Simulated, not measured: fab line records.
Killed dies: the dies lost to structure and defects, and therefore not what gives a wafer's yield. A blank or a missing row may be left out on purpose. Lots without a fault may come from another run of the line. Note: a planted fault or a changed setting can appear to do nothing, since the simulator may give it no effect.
The same fault as seen by 2 desks | flow n5 finfet | every desk sees just its own numbers, and what lay behind them comes last

== FROM THE METROLOGY DESK ==
What the gauges read for every lot (on any tool): the sampled wafers with a number, averaged. If a lot's mean is further than 4 standard deviations from the usual mean, the lot is out of limits and carries the mark OUT (the distance appears in the brackets). 7 of its 10 readings are shown, namely those furthest out on some lot.
Columns: A = DIBL_N at N5_BEOL_M4_RC_MEAS_101, usual 36.3 mV/V; B = DIBL_P at N5_BEOL_M4_RC_MEAS_101, usual 36.6 mV/V; C = IOFF_P at N5_BEOL_M4_RC_MEAS_101, usual 0.23 nA/um; D = ION_N at N5_BEOL_M4_RC_MEAS_101, usual 682 uA/um; E = ION_P at N5_BEOL_M4_RC_MEAS_101, usual 468 uA/um; F = SS_N at N5_BEOL_M4_RC_MEAS_101, usual 71.6 mV/dec; G = VT_P at N5_BEOL_M4_RC_MEAS_101, usual -248.9 mV
lot  | first seen here | A    | B    | C    | D   | E   | F    | G
L547 | day 9 01:44     | 37.2 | 38.7 | 0.28 | 694 | 478 | 71.6 | -244.0
L548 | day 9 07:34     | 33.4 | 35.1 | 0.20 | 681 | 468 | 70.8 | -249.7
L546 | day 9 21:16     | 37.0 | 37.1 | 0.24 | 668 | 461 | 72.1 | -248.3
L552 | day 10 16:10    | 36.0 | 38.5 | 0.25 | 673 | 465 | 72.2 | -247.7
L557 | day 12 13:59    | 36.7 | 36.5 | 0.20 | 686 | 465 | 71.6 | -250.0
L558 | day 12 22:55    | 35.4 | 33.4 | 0.23 | 682 | 474 | 71.5 | -246.4
L559 | day 13 06:04    | 35.7 | 36.5 | 0.19 | 684 | 463 | 71.1 | -252.9
L562 | day 14 20:04    | 38.1 | 37.2 | 0.22 | 700 | 473 | 72.3 | -251.2
L568 | day 16 15:31    | 34.5 | 34.2 | 0.18 | 673 | 461 | 71.0 | -249.6
This desk's verdict: no lot among the 9 shows anything out of limits.

== THE DEFECT DESK ==
Per lot, the means of the sampled wafers with a number show what the inspections along the route counted. If a lot's mean is further than 4 standard deviations from the usual mean, the lot is out of limits and carries the mark OUT (the distance appears in the brackets).
Columns: A = raw defect count at N5_PMOS_HMC_CHANNEL_EPI_INSPECT_30, usual 18; B = raw defect count at N5_FIN_SAQP_INSPECT_18, usual 388; C = raw defect count at N5_FIN_SAQP_INSPECT_40, usual 230
lot  | first seen here | A             | B              | C
L546 | day 2 02:08     | 20            | 414            | 250
L547 | day 2 08:19     | 16            | 364            | 192
L548 | day 2 14:31     | 16            | 446            | 271
L552 | day 3 14:46     | 24            | 416            | 390
L557 | day 4 21:44     | 20            | 307            | 155
L558 | day 5 02:49     | 23            | 323            | 211
L559 | day 5 08:13     | 14            | 230            | 140
L562 | day 6 02:10     | 421 (+64) OUT | 803 (+4.4) OUT | 635 (+6.2) OUT
L568 | day 7 14:13     | 23            | 278            | 190
This desk's verdict: out of limits on L562, starting with L562 at day 6 02:10 (raw defect count at N5_PMOS_HMC_CHANNEL_EPI_INSPECT_30). In limits: L546, L547, L548, L552, L557, L558, L559, L568.

== BROUGHT TOGETHER ==
The defect desk could have raised an alarm at day 6 02:10, on L562.
The metrology desk saw nothing out of limits.
The metrology desk has L562 on record, within its limits.
On wet bench-02, each named lot ran N5_PMOS_HMC_CHANNEL_EPI_PRECLEAN_37.

== WHAT HAD BEEN PUT IN BY THE SIMULATOR ==
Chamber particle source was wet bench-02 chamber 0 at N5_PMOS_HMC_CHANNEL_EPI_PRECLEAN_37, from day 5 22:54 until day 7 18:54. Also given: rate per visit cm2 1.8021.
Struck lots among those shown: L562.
Hours from the fault's start to each desk's first reading out of limits: the defect desk, 3.
